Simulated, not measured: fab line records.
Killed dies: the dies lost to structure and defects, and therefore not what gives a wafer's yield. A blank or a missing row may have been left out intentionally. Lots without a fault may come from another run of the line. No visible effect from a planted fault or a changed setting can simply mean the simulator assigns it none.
fab line records	flow n5Finfet
record: lots: 10	wafers: 27	lastDay: 17
route steps=1938 shown BEOL_M11@1595 BEOL_M12@1616
lots untouched by any fault: they come from a run of this same line in which no faults occurred
startH: hours from the record's opening day to when the first of the lot's shown wafers began	waitH: hours from the lot's prior step to this one	" as in the row above	L1.1+2: one row covering several wafers at once	- either no value or no given start	* or withheld: withheld	< > ~ a bound
route shown NAME@n: NAME is a module with steps in the file, n the number in the route of the first one	usual: the fault-free wafers' mean and standard deviation	same: alike in all rows	chamber/n: place in a boat	sites: readings site by site	_std_site: the standard deviation of these	_edge_site: mean of outer sites minus mean of inner sites	radiusMm: for every site, how far away it sits from the centre of the wafer	mask NAME#n: copy n	behind: the most recent tool/chamber to have shaped the wafer	hold: cause of the lot's hold/its duration in hours/its outcome	device: which transistor (n, p or np) failed to switch	end of line: at the end of the route, the tests of the same wafers	for a step that has no rows: nothing shown but its recipe	killed: the dies lost at the first sort to structure and to defects; this is not the yield of the wafer	map: dies across one wafer; x = killed, . = not, _ = none there
set.NAME: the setting that was run; set.NAME@STEP: the one run at that earlier step	model.NAME: the simulator's own value behind a step, which no gauge read
a sample of lots followed through the steps of the route, with each step as a table and each wafer as a row
services: from which hour (startH, from the record's first day; less than 0 if before it) a tool's chamber was out of use, for how many hours, and why
== steps ==
step: N5_BEOL_M11_ANNEAL_51
recipe: tempC: 225	timeS: 90	ambient: N2
usual: annealTempC: 225.01/0.18	wafer_temp_C_max: 226.6/0.57
lot.wafer	tool	chamber	startH	waitH	annealTempC	wafer_temp_C_max
L318.1	rtpAnneal-01	0	222.19	1.9	224.82	227.2
L318.5	"	0	"	"	225.01	227.6
L318.6	"	0	"	"	224.94	227.2
L321.1	rtpAnneal-01	0	261.78	3.0	224.65	227.1
L321.2	"	0	"	"	224.68	226.7
L321.4	"	0	"	"	224.84	226.7
L325.1	rtpAnneal-01	0	289.90	0.7	224.86	227.1
L325.5	"	0	"	"	225.14	226.4
L327.2	rtpAnneal-02	0	300.68	0.1	225.07	225.9
L327.3	"	0	"	"	225.13	225.6
L327.4	"	0	"	"	224.84	225.9
L326.2	rtpAnneal-02	0	305.72	0.7	224.73	225.8
L326.5	"	0	"	"	224.98	225.8
L326.6	"	0	"	"	224.89	225.8
L328.1	rtpAnneal-01	0	305.96	0.6	225.13	226.7
L328.2	"	0	"	"	225.23	226.8
L328.4	"	0	"	"	225.13	226.9
L331.3	rtpAnneal-01	0	313.29	0.3	224.79	226.9
L331.4	"	0	"	"	224.85	227.3
L331.6	"	0	"	"	224.64	226.0
L330.1	rtpAnneal-02	0	317.14	0.1	225.23	225.7
L330.3	"	0	"	"	225.19	225.7
L330.4	"	0	"	"	225.15	225.9
L336.1	rtpAnneal-01	0	354.20	0.1	225.03	227.5
L336.5	"	0	"	"	224.95	226.7
L338.2	rtpAnneal-01	0	379.03	0.1	225.13	227.0
L338.3	"	0	"	"	224.88	227.6
step: N5_BEOL_M12_ETCH_59
recipe: chemistry: N2/H2	target: BARC	targetDepthA: 890	overetchA: 267	timeS: 67.9	ionEnergyEv: 200	pressureMtorr: 30	sourceW: 840	biasW: 150	n2FlowSccm: 200	h2FlowSccm: 200
usual: biasW: 150.0/0.42	drypumpMotorCurrentA: 5.56/0.24	oesProductAu: 0.66/0.06	rfVppV: 522.3/2.8	showerheadPlenumPTorr: 2.48/0.1	throttleValvePct: 17.93/0.25
lot.wafer	tool	chamber	startH	waitH	biasW	drypumpMotorCurrentA	oesProductAu	rfHoursCounterH	rfVppV	showerheadPlenumPTorr	throttleValvePct
L318.1	rieDiel-01	0	223.65	0.0	150.1	5.47	0.79	14	521.8	2.49	17.57
L318.5	"	3	"	"	149.8	5.40	0.61	-	522.9	2.54	17.66
L318.6	"	0	"	"	150.0	5.42	0.79	-	523.2	2.49	17.57
L321.1	rieDiel-02	1	263.25	0.0	150.7	4.93	0.79	23	523.2	2.48	17.47
L321.2	"	0	"	"	150.4	5.44	0.58	226	519.6	2.41	17.98
L321.4	"	2	"	"	149.9	5.81	0.75	32	526.0	2.58	17.63
L325.1	rieDiel-03	2	291.37	0.0	150.1	5.59	0.61	224	517.5	2.29	17.96
L325.5	"	3	"	"	149.8	5.74	0.71	-	521.7	2.47	17.74
L327.2	rieDiel-03	3	301.98	0.0	149.8	5.77	0.70	71	522.2	2.47	17.74
L327.3	"	0	"	"	149.7	5.59	0.64	135	528.4	2.66	18.29
L327.4	"	1	"	"	149.8	5.75	0.63	169	519.4	2.41	17.96
L326.2	rieDiel-03	2	307.22	0.0	149.5	5.58	0.60	230	518.5	2.29	17.96
L326.5	"	3	"	"	149.5	5.79	0.70	-	521.8	2.47	17.75
L326.6	"	2	"	"	150.5	5.58	0.61	-	517.4	2.29	17.97
L328.1	rieDiel-01	3	307.54	0.0	150.2	5.44	0.60	219	523.5	2.53	17.71
L328.2	"	1	"	"	149.7	5.09	0.67	118	523.9	2.55	17.99
L328.4	"	2	"	"	149.5	5.94	0.67	122	524.6	2.56	18.15
L331.3	rieDiel-03	2	315.00	0.0	149.6	5.58	0.60	232	517.3	2.29	17.98
L331.4	"	3	"	"	150.7	5.78	0.71	76	522.2	2.46	17.76
L331.6	"	1	"	"	150.5	5.70	0.62	-	521.8	2.41	17.99
L330.1	rieDiel-01	1	318.68	0.0	150.6	5.12	0.67	122	523.7	2.55	18.01
L330.3	"	3	"	"	149.4	5.44	0.60	225	522.6	2.53	17.73
L330.4	"	0	"	"	150.7	5.47	0.74	50	522.0	2.48	17.62
L336.1	rieDiel-03	1	355.78	0.0	149.6	5.76	0.61	188	520.9	2.40	18.01
L336.5	"	1	"	"	149.9	5.70	0.61	-	520.9	2.40	18.00
L338.2	rieDiel-03	1	380.54	0.0	150.6	5.72	0.61	197	520.0	2.40	18.02
L338.3	"	0	"	"	149.8	5.58	0.62	163	527.3	2.65	18.35
step: N5_BEOL_M12_STRIP_63
recipe: chemistry: N2/H2	powerW: 1000	tempC: 250	h2Frac: 0.65	overashFraction: 0.3	pressureMtorr: 1000	n2FlowSccm: 1750	h2FlowSccm: 3250
usual: drypumpMotorCurrentA: 5.9/0.56	heaterPowerW: 320/25	oesProductAu: 0.693/0.0049	stripTimeToEndpointS: 42.1/0.99
lot.wafer	tool	chamber	startH	waitH	drypumpMotorCurrentA	heaterPowerW	oesProductAu	rfHoursCounterH	stripTimeToEndpointS
L318.1	plasmaAsher-01	0	223.90	-	5.9	303	0.699	63	42.1
L318.5	"	1	"	"	6.4	337	0.697	-	40.7
L318.6	"	0	"	"	5.9	299	0.697	-	41.0
L321.1	plasmaAsher-01	0	263.50	-	5.9	294	0.690	71	41.8
L321.2	"	1	"	"	6.4	330	0.685	71	41.8
L321.4	"	1	"	"	6.4	345	0.695	-	42.1
L325.1	plasmaAsher-01	0	291.62	-	5.9	295	0.693	77	43.3
L325.5	"	0	"	"	5.9	292	0.691	-	42.0
L327.2	plasmaAsher-02	0	302.24	-	4.8	297	0.692	133	43.1
L327.3	"	0	"	"	4.8	291	0.694	-	42.7
L327.4	"	1	"	"	6.0	347	0.693	-	41.8
L326.2	plasmaAsher-02	1	307.48	-	6.0	359	0.699	134	43.1
L326.5	"	1	"	"	6.0	347	0.693	-	42.6
L326.6	"	0	"	"	4.8	294	0.698	-	42.0
L328.1	plasmaAsher-02	0	307.80	-	4.8	296	0.691	135	41.7
L328.2	"	1	"	"	6.0	360	0.692	135	41.3
L328.4	"	0	"	"	4.8	296	0.694	-	40.8
L331.3	plasmaAsher-02	1	315.28	-	6.0	355	0.698	-	42.7
L331.4	"	0	"	"	4.8	293	0.691	-	40.5
L331.6	"	0	"	"	4.8	295	0.693	-	41.2
L330.1	plasmaAsher-01	0	318.94	-	5.9	298	0.688	82	41.8
L330.3	"	0	"	"	5.9	298	0.693	-	43.3
L330.4	"	1	"	"	6.4	345	0.691	-	41.2
L336.1	plasmaAsher-02	1	356.04	-	6.0	351	0.694	146	43.1
L336.5	"	1	"	"	6.1	353	0.688	-	41.9
L338.2	plasmaAsher-02	0	380.79	-	4.8	287	0.690	149	43.1
L338.3	"	1	"	"	6.0	357	0.691	-	43.1
step: N5_BEOL_M12_COAT_66
recipe: resist: SiARC	tempC: 220	timeS: 60	spinRpm: 1500	resistThkNm: 110
usual: spinSpeedRpm: 1500.0/0.96
lot.wafer	tool	chamber	startH	waitH	spinSpeedRpm
L318.1	lithoTrack-02	0	224.15	-	1500.1
L318.5	"	0	"	"	1498.0
L318.6	"	0	"	"	1499.7
L321.1	lithoTrack-02	0	263.75	-	1500.7
L321.2	"	0	"	"	1499.4
L321.4	"	0	"	"	1498.9
L325.1	lithoTrack-02	0	291.86	-	1170.7
L325.5	"	0	"	"	1170.3
L327.2	lithoTrack-02	0	302.48	-	1169.4
L327.3	"	0	"	"	1170.7
L327.4	"	0	"	"	1169.6
L326.2	lithoTrack-03	0	307.76	-	1498.9
L326.5	"	0	"	"	1498.8
L326.6	"	0	"	"	1499.8
L328.1	lithoTrack-03	0	308.08	-	1498.5
L328.2	"	0	"	"	1501.2
L328.4	"	0	"	"	1500.0
L331.3	lithoTrack-05	0	315.50	-	1500.5
L331.4	"	0	"	"	1497.4
L331.6	"	0	"	"	1497.8
L330.1	lithoTrack-03	0	319.22	-	1500.1
L330.3	"	0	"	"	1498.7
L330.4	"	0	"	"	1500.3
L336.1	lithoTrack-05	0	356.29	-	1499.9
L336.5	"	0	"	"	1498.2
L338.2	lithoTrack-05	0	381.03	-	1500.5
L338.3	"	0	"	"	1501.9
step: N5_BEOL_M12_ETCH_67
recipe: chemistry: CF4	target: SiARC	targetDepthA: 1430	timeS: 238.3	ionEnergyEv: 80	pressureMtorr: 40	sourceW: 545	biasW: 36	Ar_flow_sccm: 100	cf4FlowSccm: 100	ends: cleared
usual: biasW: 36.01/0.12	cf4FlowSccm: 100.0/0.3	drypumpMotorCurrentA: 5.52/0.28	etchRfOnTimeS: 234/5.6	oesProductAu: 0.68/0.064	rfVppV: 183.7/1.2	showerheadPlenumPTorr: 2.11/0.072	throttleValvePct: 15.65/0.25
lot.wafer	tool	chamber	startH	waitH	biasW	cf4FlowSccm	drypumpMotorCurrentA	etchRfOnTimeS	oesProductAu	rfHoursCounterH	rfVppV	showerheadPlenumPTorr	throttleValvePct
L318.1	rieDiel-02	1	224.85	0.0	35.80	99.5	4.94	230	0.83	11	183.9	2.12	15.35
L318.5	"	2	"	"	36.12	99.9	5.82	239	0.77	-	185.9	2.19	15.32
L318.6	"	3	"	"	36.01	99.8	5.39	248	0.62	-	184.0	2.05	15.94
L321.1	rieDiel-01	3	264.42	0.0	36.06	100.2	5.40	232	0.61	204	184.9	2.12	15.36
L321.2	"	0	"	"	35.91	100.2	5.44	228	0.78	30	182.6	2.09	15.30
L321.4	"	2	"	"	36.12	100.0	5.96	229	0.70	108	185.0	2.15	15.82
L325.1	rieDiel-03	2	292.61	0.0	-	100.2	5.57	270	0.61	225	181.7	1.96	15.93
L325.5	"	1	"	"	-	100.6	5.69	266	0.63	-	183.4	2.05	15.77
L327.2	rieDiel-01	3	303.24	0.0	-	100.0	5.43	268	0.61	217	182.3	2.12	15.38
L327.3	"	1	"	"	36.06	99.9	5.10	260	0.69	116	182.2	2.16	15.64
L327.4	"	2	"	"	36.12	99.8	5.95	264	0.68	120	183.2	2.14	15.84
L326.2	rieDiel-03	0	308.23	0.0	36.15	100.1	5.56	235	0.65	137	183.9	2.24	16.03
L326.5	"	0	"	"	36.00	100.1	5.59	234	0.64	-	184.5	2.24	16.02
L326.6	"	1	"	"	36.00	100.0	5.69	240	0.62	-	182.9	2.04	15.79
L328.1	rieDiel-01	3	308.61	0.0	35.96	100.2	5.40	236	0.60	220	184.7	2.12	15.38
L328.2	"	1	"	"	35.90	99.5	5.11	230	0.69	118	185.6	2.16	15.63
L328.4	"	0	"	"	36.07	99.6	5.47	229	0.76	45	183.7	2.09	15.33
L331.3	rieDiel-03	2	315.91	0.0	36.15	100.5	5.56	241	0.60	233	181.2	1.95	15.94
L331.4	"	1	"	"	36.03	100.5	5.77	240	0.62	174	182.7	2.04	15.80
L331.6	"	1	"	"	35.97	100.1	5.71	239	0.62	-	183.6	2.04	15.80
L330.1	rieDiel-01	1	319.63	0.0	36.11	100.2	5.11	228	0.69	123	184.6	2.16	15.61
L330.3	"	3	"	"	35.91	100.1	5.42	237	0.60	225	184.2	2.12	15.40
L330.4	"	2	"	"	36.15	99.7	5.96	231	0.68	128	184.4	2.14	15.87
L336.1	rieDiel-02	0	356.70	0.0	36.04	99.8	5.42	235	0.81	2	185.9	2.29	15.27
L336.5	"	1	"	"	36.17	100.1	4.92	231	0.75	-	182.5	2.10	15.45
L338.2	rieDiel-02	0	381.44	0.0	35.94	100.5	5.45	234	0.79	10	185.1	2.28	15.31
L338.3	"	2	"	"	36.10	100.2	5.80	236	0.70	79	184.6	2.17	15.45
== services ==
tool	chamber	startH	hours	kind
rieDiel-03	3	201.09	8.5	repair
rtpAnneal-02	-	203.80	69.6	pm
rieDiel-01	1	205.35	2.7	repair
plasmaAsher-02	-	205.65	2.8	pm
rieDiel-01	3	237.65	3.0	repair
rieDiel-01	2	253.64	4.9	repair
lithoTrack-03	-	281.34	-	consumableReplace:filter
rieDiel-02	0	323.54	-	clean
rieDiel-02	0	323.54	-	consumableReplace:focusRing
rieDiel-02	0	323.54	-	consumableReplace:showerhead
rieDiel-02	0	323.54	27.2	scheduledDown
rieDiel-02	0	323.54	27.2	ventCycle
rieDiel-02	3	346.66	4.7	repair
rieDiel-03	2	367.98	-	clean
rieDiel-03	2	367.98	-	consumableReplace:focusRing
rieDiel-03	2	367.98	-	consumableReplace:showerhead
rieDiel-03	2	367.98	22.5	scheduledDown
rieDiel-03	2	367.98	22.5	ventCycle
rieDiel-01	-	381.23	1.4	repair
== key ==
firstSign: step: N5_BEOL_M12_COAT_66	reading: spinSpeedRpm	direction: down	sigmas: 99+	usual: *	struck: *
effect: step: N5_BEOL_M12_ETCH_67	reading: etchRfOnTimeS	direction: up	sigmas: 5.7	usual: *	struck: *
metAt N5_BEOL_M12_COAT_66
struckLots L325,L327
notActingAt N5_BEOL_M11_ANNEAL_51,N5_BEOL_M12_ETCH_59,N5_BEOL_M12_STRIP_63
onsetBetween 263.75 291.86
fault: kind: processParameterDrift	tool: lithoTrack-02	chamber: -	onsetH: 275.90	steps: N5_BEOL_M12_COAT_66	channel: spinRpm	offset: *	shape: step	actsIn: *	stated: *
